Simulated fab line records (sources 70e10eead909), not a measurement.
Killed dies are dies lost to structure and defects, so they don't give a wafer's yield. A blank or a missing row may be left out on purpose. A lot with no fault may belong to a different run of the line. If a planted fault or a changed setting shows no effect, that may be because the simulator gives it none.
fab line records -- flow nandHarc
record lots=7, wafers=19, lastDay=33
route steps=1302 shown A_WL_FILL@954 END@1302
lots that met no fault: taken from a fault-free run of the same line
startH: the number of hours between the record's first day and the start of the first shown wafer of the lot -- waitH: time in hours since the lot's previous step -- " repeats the value in the row above -- L1.1+2: one row covering several wafers at once -- - no value, or no start was given -- * or withheld: withheld -- < > ~ a bound
route shown NAME@n: NAME is a module with steps in the file, n the number in the route of the first one -- usual: mean and standard deviation over wafers with no fault -- same: alike in all rows -- chamber/n: place in a boat -- sites: readings site by site -- _std_site: standard deviation of those values -- _edge_site: inner sites' mean taken away from outer sites' mean -- radiusMm: for every site, how far away it sits from the centre of the wafer -- mask NAME#n: copy n -- behind: the most recent tool/chamber to have shaped the wafer -- hold: reason for holding the lot/hours on hold/outcome of the hold -- device: transistor that didn't switch, given as n, p or np -- end of line: the route-end tests of the same wafers -- step lacking rows: just its recipe -- killed: the dies lost at the first sort to structure and to defects; this is not the yield of the wafer -- map: a wafer's dies, x killed, . not, _ none there
set.NAME: the setting as run; set.NAME@STEP: as run at that earlier step -- model.NAME: the simulator's own value behind a step, which no gauge read
lots at selected steps of the route; one table per step, one row per wafer
services: from which hour (startH, from the record's first day; less than 0 if before it) a tool's chamber was out of use, for how many hours, and why
## steps
# step NHARC_A_WL_FILL_ALD_02
# recipe targetThkA=20, pulseTimeS=3, aldCycles=100, tempC=450, material=TiN
# usual heaterPowerW=1197/190, precursorPulseHeightRel=0.999/0.021
lot.wafer,tool,chamber,startH,waitH,heaterPowerW,precursorPulseHeightRel
L615.3,aldMetal-04,0,503.78,0.2,1172,0.996
L615.2,aldMetal-04,1,503.78,0.2,1002,0.961
L615.1,aldMetal-04,3,503.78,0.2,1094,0.987
L617.3,aldMetal-04,1,525.76,0.2,997,0.987
L617.2,aldMetal-04,2,525.76,0.2,1117,0.993
L617.6,aldMetal-04,3,525.76,0.2,1161,1.012
L624.1,aldMetal-03,0,599.10,0.2,1667,0.922
L624.4,aldMetal-03,1,599.10,0.2,1026,1.021
L624.6,aldMetal-03,3,599.10,0.2,1261,1.019
L625.3,aldMetal-03,2,610.79,0.1,1279,1.013
L625.6,aldMetal-03,3,610.79,0.1,1223,0.987
L628.4,aldMetal-01,0,622.85,0.2,1197,0.992
L628.6,aldMetal-01,3,622.85,0.2,1079,1.003
L630.1,aldMetal-04,1,666.39,0.3,1064,1.014
L630.3,aldMetal-04,2,666.39,0.3,1103,0.967
L630.5,aldMetal-04,3,666.39,0.3,1169,0.978
L634.3,aldMetal-03,0,703.99,0.1,1635,0.987
L634.2,aldMetal-03,3,703.99,0.1,1251,0.980
L634.6,aldMetal-03,0,703.99,0.1,1652,0.980
# step NHARC_A_WL_FILL_CVD_03
# recipe targetThkA=400, tempC=300, pressureTorr=40, wf6FlowSccm=40, h2FlowSccm=1600, arFlowSccm=1560, timeS=279, material=W
# usual heaterPowerW=473/20, mfcWf6Sccm=40.01/0.11, throttleValvePct=8.2/0.37
lot.wafer,tool,chamber,startH,waitH,heaterPowerW,mfcWf6Sccm,throttleValvePct
L615.1,cvdW-01,1,504.22,0.1,469,40.07,8.1
L615.2,cvdW-01,0,504.22,0.1,468,40.04,7.9
L615.3,cvdW-01,0,504.22,0.1,475,40.13,7.7
L617.2,cvdW-01,1,526.17,0.1,491,40.15,7.9
L617.3,cvdW-01,0,526.17,0.1,487,39.95,7.6
L617.6,cvdW-01,1,526.17,0.1,474,40.00,7.9
L624.1,cvdW-02,1,599.50,0.1,463,39.90,8.6
L624.4,cvdW-02,0,599.50,0.1,458,40.01,8.5
L624.6,cvdW-02,1,599.50,0.1,457,39.99,8.7
L625.3,cvdW-01,0,611.33,0.2,482,39.92,7.6
L625.6,cvdW-01,0,611.33,0.2,482,40.02,7.7
L628.4,cvdW-02,0,623.37,0.2,444,40.03,8.7
L628.6,cvdW-02,1,623.37,0.2,462,39.97,8.6
L630.1,cvdW-02,0,666.80,0.1,478,40.07,8.6
L630.3,cvdW-02,0,666.80,0.1,480,40.08,8.6
L630.5,cvdW-02,1,666.80,0.1,521,40.00,8.6
L634.2,cvdW-02,0,704.56,0.1,474,40.08,8.7
L634.3,cvdW-02,0,704.56,0.1,485,40.11,8.4
L634.6,cvdW-02,0,704.56,0.1,474,40.27,8.4
# step NHARC_A_WL_FILL_ETCHBACK_04
# recipe targetDepthA=600, timeS=120, chemistry=NF3
# usual chamberPressureMTorr=299.99/0.29, drypumpMotorCurrentA=6.0/0.62, oesProductAu=0.999/0.0099, runLengthS=141.2/0.41
lot.wafer,tool,chamber,startH,waitH,chamberPressureMTorr,drypumpMotorCurrentA,oesProductAu,rfHoursCounterH,runLengthS
L615.1,rieMetal-02,1,504.59,0.3,300.05,6.7,0.991,0.9,141.5
L615.2,rieMetal-02,0,504.59,0.3,299.91,6.4,1.015,0.9,140.6
L615.3,rieMetal-02,1,504.59,0.3,300.65,6.7,1.009,-,141.2
L617.2,rieMetal-01,0,526.54,0.3,299.79,5.3,0.992,2.1,141.1
L617.3,rieMetal-01,0,526.54,0.3,299.87,5.3,0.990,-,141.1
L617.6,rieMetal-01,1,526.54,0.3,300.42,6.4,1.017,-,141.3
L624.1,rieMetal-02,0,599.87,0.3,300.37,6.4,0.994,2.7,140.6
L624.4,rieMetal-02,0,599.87,0.3,300.17,6.4,1.013,-,140.7
L624.6,rieMetal-02,1,599.87,0.3,300.21,6.7,0.992,-,141.2
L625.3,rieMetal-02,1,611.72,0.3,299.88,6.7,0.990,-,141.3
L625.6,rieMetal-02,0,611.72,0.3,300.27,6.4,0.999,-,141.0
L628.4,rieMetal-03,0,623.68,0.3,299.70,5.3,0.987,-,141.7
L628.6,rieMetal-03,1,623.68,0.3,300.02,5.2,0.997,-,141.4
L630.1,rieMetal-01,0,667.16,0.3,299.72,5.3,0.999,1.1,141.7
L630.3,rieMetal-01,1,667.16,0.3,300.11,6.4,1.001,-,141.4
L630.5,rieMetal-01,0,667.16,0.3,300.05,5.3,1.003,-,141.2
L634.2,rieMetal-01,0,704.88,0.3,300.26,5.4,1.011,2.0,141.2
L634.3,rieMetal-01,0,704.88,0.3,300.27,5.3,1.006,-,141.3
L634.6,rieMetal-01,1,704.88,0.3,299.97,6.4,0.986,-,141.1
# step NHARC_A_WL_FILL_ETCHBACK_05
# recipe targetDepthA=220, timeS=60, tempC=40, chemistry=Cl2/BCl3
# usual chamberPressureMTorr=9.999/0.0098, drypumpMotorCurrentA=6.0/0.62, oesProductAu=0.998/0.01, runLengthS=81.1/0.41
lot.wafer,tool,chamber,startH,waitH,chamberPressureMTorr,drypumpMotorCurrentA,oesProductAu,rfHoursCounterH,runLengthS
L615.1,rieMetal-02,0,504.84,0.2,10.000,6.4,1.012,1.0,80.5
L615.2,rieMetal-02,1,504.84,0.2,9.999,6.7,0.996,1.0,81.5
L615.3,rieMetal-02,1,504.84,0.2,9.980,6.7,0.988,-,81.0
L617.2,rieMetal-01,0,526.82,0.2,10.007,5.3,0.989,2.2,81.4
L617.3,rieMetal-01,0,526.82,0.2,10.000,5.3,0.990,-,81.1
L617.6,rieMetal-01,0,526.82,0.2,9.999,5.4,0.995,-,81.2
L624.1,rieMetal-02,1,600.13,0.2,9.989,6.7,0.993,2.9,81.1
L624.4,rieMetal-02,1,600.13,0.2,10.005,6.7,0.996,-,81.2
L624.6,rieMetal-02,1,600.13,0.2,9.994,6.7,0.982,-,81.4
L625.3,rieMetal-02,1,611.90,0.1,10.001,6.7,1.005,-,81.4
L625.6,rieMetal-02,0,611.90,0.1,9.981,6.4,0.998,-,80.4
L628.4,rieMetal-03,1,623.85,0.1,9.992,5.2,0.986,-,81.3
L628.6,rieMetal-03,1,623.85,0.1,9.997,5.2,0.991,-,81.7
L630.1,rieMetal-01,1,667.37,0.2,10.009,6.4,0.998,1.2,81.0
L630.3,rieMetal-01,0,667.37,0.2,9.990,5.3,0.999,-,81.2
L630.5,rieMetal-01,0,667.37,0.2,10.002,5.3,0.995,-,81.3
L634.2,rieMetal-01,1,705.12,0.2,9.993,6.5,0.987,2.2,81.1
L634.3,rieMetal-01,1,705.12,0.2,9.992,6.5,0.988,-,81.3
L634.6,rieMetal-01,1,705.12,0.2,9.984,6.5,0.991,-,80.9
# step NHARC_A_WL_FILL_STRIP_27
# recipe powerW=1500, tempC=250, timeS=20, chemistry=N2/H2
# step NHARC_A_WL_FILL_STRIP_28
# recipe timeS=1200, tempC=72.5, chemistry=postEtchResidueRemover
# step NHARC_A_WL_FILL_PRECLEAN_06
# recipe timeS=300, chemistry=DIW
# step NHARC_A_WL_FILL_SRD_07
# step NHARC_A_WL_FILL_ANNEAL_08
# recipe tempC=450, timeS=1800
# step NHARC_A_WL_FILL_ALD_10
# recipe targetThkA=500, pulseTimeS=10, aldCycles=500, tempC=300, material=SiO2
# step NHARC_A_WL_FILL_ETCHBACK_16
# recipe targetDepthA=1200, timeS=24, c4f8FlowSccm=withheld, o2FlowSccm=8, arFlowSccm=withheld, rfW=600, biasW=800, chemistry=C4F8/O2/Ar
# usual chamberPressureMTorr=24.999/0.023, oesProductAu=0.98/0.033, rfVppV=725/4.1, runLengthS=45.4/0.42
lot.wafer,tool,chamber,startH,waitH,chamberPressureMTorr,oesProductAu,rfHoursCounterH,rfVppV,runLengthS
L615.1,rieDiel-12,2,515.03,-,25.025,0.95,1.3,720,45.8
L615.3,rieDiel-12,3,515.03,-,25.007,0.97,1.3,721,45.1
L615.2,rieDiel-12,1,515.03,-,25.002,0.96,0.6,726,45.1
L617.2,rieDiel-10,2,540.98,-,25.036,1.01,5.8,721,45.4
L617.3,rieDiel-10,0,540.98,-,24.991,1.00,5.8,732,45.1
L617.6,rieDiel-10,2,540.98,-,24.986,1.01,-,721,44.8
L624.1,rieDiel-10,2,612.83,-,25.016,1.01,0.1,723,45.0
L624.4,rieDiel-10,1,612.83,-,24.987,0.99,0.1,727,25.1
L624.6,rieDiel-10,2,612.83,-,24.998,1.01,-,720,45.4
L625.3,rieDiel-10,3,624.72,-,24.968,1.03,1.3,719,25.4
L625.6,rieDiel-10,0,624.72,-,25.026,1.00,-,730,45.2
L628.4,rieDiel-10,2,634.12,-,25.001,0.92,1.1,721,24.9
L628.6,rieDiel-10,1,634.12,-,24.964,0.93,-,729,45.1
L630.1,rieDiel-04,3,681.40,-,24.973,0.93,3.8,731,45.2
L630.3,rieDiel-04,0,681.40,-,25.001,0.91,4.1,729,44.5
L630.5,rieDiel-04,3,681.40,-,25.009,0.92,-,730,45.3
L634.2,rieDiel-12,2,714.80,-,24.994,1.00,2.9,719,45.9
L634.3,rieDiel-12,0,714.80,-,24.992,1.00,2.9,726,45.6
L634.6,rieDiel-12,0,714.80,-,25.002,1.01,-,725,45.9
# step NHARC_A_WL_FILL_STRIP_29
# recipe timeS=20, o2FlowSccm=500, arFlowSccm=0, biasW=0, chemistry=O2
# usual chamberPressureMTorr=59.99/0.054, drypumpMotorCurrentA=5.7/0.48, oesProductAu=1.002/0.0084, rfVppV=58.0/0.87, showerheadPlenumPTorr=3.60/0.14, throttleValvePct=17.037/0.0094
lot.wafer,tool,chamber,startH,waitH,chamberPressureMTorr,drypumpMotorCurrentA,oesProductAu,rfHoursCounterH,rfVppV,showerheadPlenumPTorr,throttleValvePct
L615.2,rieDiel-12,0,515.13,0.1,60.08,5.2,1.012,1.3,57.7,3.59,17.030
L615.1,rieDiel-12,1,515.13,0.1,60.02,6.0,0.996,0.6,57.6,3.63,17.035
L615.3,rieDiel-12,2,515.13,0.1,59.87,5.5,1.002,1.3,56.4,3.41,17.030
L617.3,rieDiel-10,2,541.08,0.1,60.05,5.6,1.016,5.8,56.0,3.48,17.045
L617.2,rieDiel-10,3,541.08,0.1,60.00,6.1,0.995,6.0,57.3,3.38,17.019
L617.6,rieDiel-10,0,541.08,0.1,59.98,6.2,1.005,-,58.4,3.77,17.037
L624.4,rieDiel-10,1,612.93,0.1,59.94,5.0,1.002,0.1,59.1,3.70,17.043
L624.1,rieDiel-10,0,612.93,0.1,59.98,6.3,0.993,0.1,58.9,3.77,17.032
L624.6,rieDiel-10,1,612.93,0.1,60.03,5.0,1.006,-,57.6,3.70,17.043
L625.3,rieDiel-10,0,624.82,0.1,59.93,6.2,1.011,1.2,59.2,3.77,17.043
L625.6,rieDiel-10,0,624.82,0.1,60.09,6.2,1.003,-,58.9,3.77,17.033
L628.4,rieDiel-10,2,634.20,0.1,59.98,5.6,1.003,1.1,55.7,3.48,17.039
L628.6,rieDiel-10,1,634.20,0.1,59.97,5.0,1.004,-,58.7,3.69,17.032
L630.3,rieDiel-04,3,681.51,0.1,59.93,5.4,0.996,3.8,57.8,3.76,17.034
L630.1,rieDiel-04,0,681.51,0.1,59.96,6.2,0.992,4.1,58.0,3.78,17.031
L630.5,rieDiel-04,2,681.51,0.1,60.04,5.8,1.001,-,57.5,3.68,17.033
L634.2,rieDiel-12,1,714.91,0.1,60.04,6.0,1.010,3.1,56.4,3.63,17.041
L634.3,rieDiel-12,0,714.91,0.1,59.99,5.2,1.006,2.9,57.2,3.59,17.032
L634.6,rieDiel-12,1,714.91,0.1,60.05,6.0,1.016,-,57.9,3.63,17.047
# step NHARC_END_SORT_01
# recipe tempC=25
# usual killedAtArray=54/17, killedAtOther=1.0/1.4, killedAtPeriphery=3.6/2.1, killedDies=58/17, killedOpen=3.2/2, killedShort=2.5/1.5
# same grossDies=677
lot.wafer,tool,chamber,startH,waitH,killedAtArray,killedAtOther,killedAtPeriphery,killedDies,killedOpen,killedShort
L624.4,prober-02,0,698.41,3.5,672,1,4,677,5,0
L625.3,prober-02,0,712.53,3.1,675,1,1,677,3,1
L628.4,prober-02,0,724.52,3.4,674,2,1,677,3,2
# killed by level:class
L624.4 A_WL_FILL:areaEtchback=610 A_CHANNEL_HOLE_D1:chamberFilmFlake=30 A_CHANNEL_HOLE_D2:chamberFilmFlake=20 A_CHANNEL_FILL_D2:chamberFilmFlake=3 A_SGD_CUT:chamberFilmFlake=3 P_ZERO_WELL:chamberFilmFlake=2 A_CONTACT:chamberFilmFlake=2 P_CONTACT:geometricParticle:open=1
L625.3 A_WL_FILL:areaEtchback=623 A_SLIT:chamberFilmFlake=38 A_CHANNEL_HOLE_D1:chamberFilmFlake=6 A_BLC:chamberFilmFlake=3 A_CONTACT:chamberFilmFlake=2 P_M1:geometricParticle:short=1 A_CHANNEL_HOLE_D1:geometricParticle:open=1 A_DECK1_JOINT:geometricParticle:open=1
L628.4 A_WL_FILL:areaEtchback=602 A_SLIT:chamberFilmFlake=34 A_CHANNEL_HOLE_D2:chamberFilmFlake=20 A_CHANNEL_HOLE_D1:chamberFilmFlake=6 A_CHANNEL_FILL_D1:chamberFilmFlake=3 A_STAIRCASE:chamberFilmFlake=3 A_WL_FILL:geometricParticle:open=2 A_CHANNEL_FILL_D1:geometricParticle:short=1
# map L624.4 (x killed, . not)
____________x____________
_________xxxxxxx_________
_______xxxxxxxxxxx_______
______xxxxxxxxxxxxx______
_____xxxxxxxxxxxxxxx_____
____xxxxxxxxxxxxxxxxx____
____xxxxxxxxxxxxxxxxx____
___xxxxxxxxxxxxxxxxxxx___
___xxxxxxxxxxxxxxxxxxx___
__xxxxxxxxxxxxxxxxxxxxx__
__xxxxxxxxxxxxxxxxxxxxx__
_xxxxxxxxxxxxxxxxxxxxxxx_
_xxxxxxxxxxxxxxxxxxxxxxx_
_xxxxxxxxxxxxxxxxxxxxxxx_
_xxxxxxxxxxxxxxxxxxxxxxx_
_xxxxxxxxxxxxxxxxxxxxxxx_
xxxxxxxxxxxxxxxxxxxxxxxxx
xxxxxxxxxxxxxxxxxxxxxxxxx
xxxxxxxxxxxxxxxxxxxxxxxxx
xxxxxxxxxxxxxxxxxxxxxxxxx
xxxxxxxxxxxxxxxxxxxxxxxxx
_xxxxxxxxxxxxxxxxxxxxxxx_
_xxxxxxxxxxxxxxxxxxxxxxx_
_xxxxxxxxxxxxxxxxxxxxxxx_
_xxxxxxxxxxxxxxxxxxxxxxx_
_xxxxxxxxxxxxxxxxxxxxxxx_
__xxxxxxxxxxxxxxxxxxxxx__
__xxxxxxxxxxxxxxxxxxxxx__
___xxxxxxxxxxxxxxxxxxx___
___xxxxxxxxxxxxxxxxxxx___
____xxxxxxxxxxxxxxxxx____
____xxxxxxxxxxxxxxxxx____
_____xxxxxxxxxxxxxxx_____
______xxxxxxxxxxxxx______
_______xxxxxxxxxxx_______
_________xxxxxxx_________
____________x____________
# map L625.3 (x killed, . not)
____________x____________
_________xxxxxxx_________
_______xxxxxxxxxxx_______
______xxxxxxxxxxxxx______
_____xxxxxxxxxxxxxxx_____
____xxxxxxxxxxxxxxxxx____
____xxxxxxxxxxxxxxxxx____
___xxxxxxxxxxxxxxxxxxx___
___xxxxxxxxxxxxxxxxxxx___
__xxxxxxxxxxxxxxxxxxxxx__
__xxxxxxxxxxxxxxxxxxxxx__
_xxxxxxxxxxxxxxxxxxxxxxx_
_xxxxxxxxxxxxxxxxxxxxxxx_
_xxxxxxxxxxxxxxxxxxxxxxx_
_xxxxxxxxxxxxxxxxxxxxxxx_
_xxxxxxxxxxxxxxxxxxxxxxx_
xxxxxxxxxxxxxxxxxxxxxxxxx
xxxxxxxxxxxxxxxxxxxxxxxxx
xxxxxxxxxxxxxxxxxxxxxxxxx
xxxxxxxxxxxxxxxxxxxxxxxxx
xxxxxxxxxxxxxxxxxxxxxxxxx
_xxxxxxxxxxxxxxxxxxxxxxx_
_xxxxxxxxxxxxxxxxxxxxxxx_
_xxxxxxxxxxxxxxxxxxxxxxx_
_xxxxxxxxxxxxxxxxxxxxxxx_
_xxxxxxxxxxxxxxxxxxxxxxx_
__xxxxxxxxxxxxxxxxxxxxx__
__xxxxxxxxxxxxxxxxxxxxx__
___xxxxxxxxxxxxxxxxxxx___
___xxxxxxxxxxxxxxxxxxx___
____xxxxxxxxxxxxxxxxx____
____xxxxxxxxxxxxxxxxx____
_____xxxxxxxxxxxxxxx_____
______xxxxxxxxxxxxx______
_______xxxxxxxxxxx_______
_________xxxxxxx_________
____________x____________
## services
tool,chamber,startH,hours,kind
cvdW-02,1,485.94,11.0,repair
rieMetal-01,0,515.31,3.6,repair
cvdW-02,-,520.08,1.1,repair
cvdW-02,1,522.31,7.2,repair
aldMetal-04,0,541.30,24.3,repair
rieDiel-10,1,547.13,4.0,repair
cvdW-02,0,550.39,2.6,repair
cvdW-02,-,558.07,0.9,repair
rieDiel-12,-,561.26,1.0,repair
aldMetal-04,-,569.54,1.9,repair
rieMetal-01,-,575.00,9.0,pm
rieDiel-10,-,596.50,9.0,pm
aldMetal-04,-,620.04,1.4,repair
rieDiel-12,1,621.60,15.4,repair
rieDiel-12,-,622.40,9.0,pm
cvdW-02,-,631.00,13.0,pm
rieMetal-02,-,631.02,9.0,pm
aldMetal-04,-,652.14,10.0,pm
rieMetal-01,0,657.85,3.8,repair
rieMetal-02,1,662.72,2.5,repair
aldMetal-04,-,669.42,1.2,repair
cvdW-02,0,676.51,2.3,repair
rieDiel-12,2,683.95,4.8,repair
rieDiel-12,3,707.50,11.6,repair
## key
firstSign step=NHARC_A_WL_FILL_ETCHBACK_16, reading=runLengthS, direction=down, sigmas=48, usual=*, struck=*
effect step=NHARC_END_SORT_01, reading=killedDies, direction=up, sigmas=36, usual=58, struck=677
moreKillsBornAt NHARC_A_WL_FILL_ETCHBACK_16@rieDiel-10=1835
metAt NHARC_A_WL_FILL_ETCHBACK_16
struckWafers L624.4,L625.3,L628.4
laterRowsLeftOut L624.4,L625.3,L628.4
testerLeftOut L624,L625,L628
onsetBetween 540.98 612.83
fault kind=processParameterDrift, tool=rieDiel-10, chamber=-, onsetH=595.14, steps=NHARC_A_WL_FILL_ETCHBACK_16, channel=timeS, offset=*, shape=step, endH=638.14, scope=struckWafersOnly, actsIn=*, stated=*
# testerLeftOut: of these lots the tester's yield and bins aren't shown, on N5 and GAA mostly nor the transistor test; their killed dies are dies lost to structure and defects alone, not to doping, threshold or leakage, so they don't give the yield
# laterRowsLeftOut: the simulator's readings of these wafers behind a module that went badly wrong aren't trusted and aren't shown, but for the sort
